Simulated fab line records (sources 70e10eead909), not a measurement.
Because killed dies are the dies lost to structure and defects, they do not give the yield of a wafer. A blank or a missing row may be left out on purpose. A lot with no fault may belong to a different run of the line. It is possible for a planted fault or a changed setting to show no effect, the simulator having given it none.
Matching of chambers ; flow nand_harc ; NHARC_A_CHANNEL_FILL_D1_ALD_02 on ald_hk-03: 4 sister chambers
The step deposits SiO2, target thk 6 nm, pulse time 10 s, ald cycles 60. 8 wafers are shown with their chamber, then 8 later ones without.

## WAFERS PAIRED WITH THEIR CHAMBERS
wafer;chamber;heater_power_w (W);precursor_pulse_height_rel
L080.5;3;364;1.019
L088.3;0;471;0.978
L087.2;0;471;0.997
L087.5;2;496;0.973
L089.4;1;494;0.988
L089.5;1;491;0.938
L089.6;2;490;0.970
L091.1;3;359;0.990

## WAFERS WHOSE CHAMBER IS MISSING
wafer;heater_power_w (W);precursor_pulse_height_rel
L091.2;485;1.008
L091.6;375;1.010
L096.3;481;0.985
L096.4;369;1.008
L096.5;461;0.974
L095.1;495;1.009
L095.4;483;0.994
L095.6;489;0.991

## WHICH CHAMBER EACH WENT THROUGH
wafer;from the rows above;in truth
L091.2;can't be placed: 2 or 1 or 0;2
L091.6;3;3
L096.3;can't be placed: 0 or 1 or 2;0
L096.4;3;3
L096.5;0;0
L095.1;can't be placed: 2 or 1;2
L095.4;can't be placed: 1 or 2 or 0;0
L095.6;can't be placed: 2 or 1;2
3 of 8 placed correctly. Cannot be placed on the basis of these rows: 5; the candidates contain the true chamber in 5. Number placed wrongly: 0.
How it was worked out, from the rows above alone: a wafer's distance from a chamber is the root of the sum, over the readings, of the square of ((its reading less the chamber's mean) divided by the reading's scatter). If the next closest chamber is less than 2 further off than the closest, the wafer can't be placed; otherwise it belongs to the closest. Each chamber's mean is taken over the wafers shown for it. The scatter is the square root of a quotient: the sum, over the shown wafers, of each reading's squared deviation from its chamber's mean, divided by wafers minus chambers.
